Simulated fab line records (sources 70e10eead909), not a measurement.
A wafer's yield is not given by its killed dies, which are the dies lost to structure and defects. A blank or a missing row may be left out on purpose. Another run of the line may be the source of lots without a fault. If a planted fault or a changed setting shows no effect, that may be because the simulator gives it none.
Which tool was responsible? + flow nandHarc + at 1 step of a route of 1302, 12 lots with 36 wafers sampled

## WHAT THE GAUGES READ, wafer by wafer
NHARC_A_BLC_CD_MEAS_19.
| lot  | measured     | on       | cdNm (nm)         |
|------|--------------|----------|-------------------|
| L075 | day 23 06:41 | cdSem-01 | 99.3 99.3 100.6   |
| L079 | day 24 12:07 | cdSem-03 | 99.5 100.0 102.5  |
| L077 | day 24 16:31 | cdSem-01 | 101.3 97.6 100.8  |
| L080 | day 25 19:04 | cdSem-03 | 101.9 102.3 101.1 |
| L083 | day 26 10:13 | cdSem-01 | 100.3 100.9 98.9  |
| L087 | day 27 23:25 | cdSem-01 | 101.0 101.8 97.4  |
| L084 | day 28 11:22 | cdSem-01 | 104.7 96.5 100.2  |
| L089 | day 28 18:44 | cdSem-01 | 98.0 97.9 98.2    |
| L090 | day 29 03:34 | cdSem-01 | 99.1 100.1 98.5   |
| L092 | day 30 06:02 | cdSem-01 | 101.6 100.8 100.3 |
| L096 | day 32 05:05 | cdSem-02 | 101.5 98.0 98.2   |
| L095 | day 32 10:00 | cdSem-01 | 97.4 99.5 99.5    |

## EACH LOT AND THE TOOL THAT RAN IT (in order: tool; ch and the chambers of the sampled wafers; start)
The record shows no process step preceding these readings.

## THE ANSWER, worked out from the rows above alone
Rule: the usual values come from the lots themselves. Put in order of their means at a reading, lots are off if they are a third of the lots or fewer, leave a main group of 4 or more, and stand apart from it by a gap of 3 or more times the standard deviation of the main group's means; of several such gaps the widest counts. The tables above print the reading to a certain number of digits; a main group whose means all agree to those digits is not used. Also off: a lot with no number at a reading for which 4 or more lots have one. Where the step has rows for the other lots, those lots are counted as sound.
No lot is off on any of the readings shown, so nothing can be concluded from this.

## WHAT THE SIMULATOR HAD PUT IN
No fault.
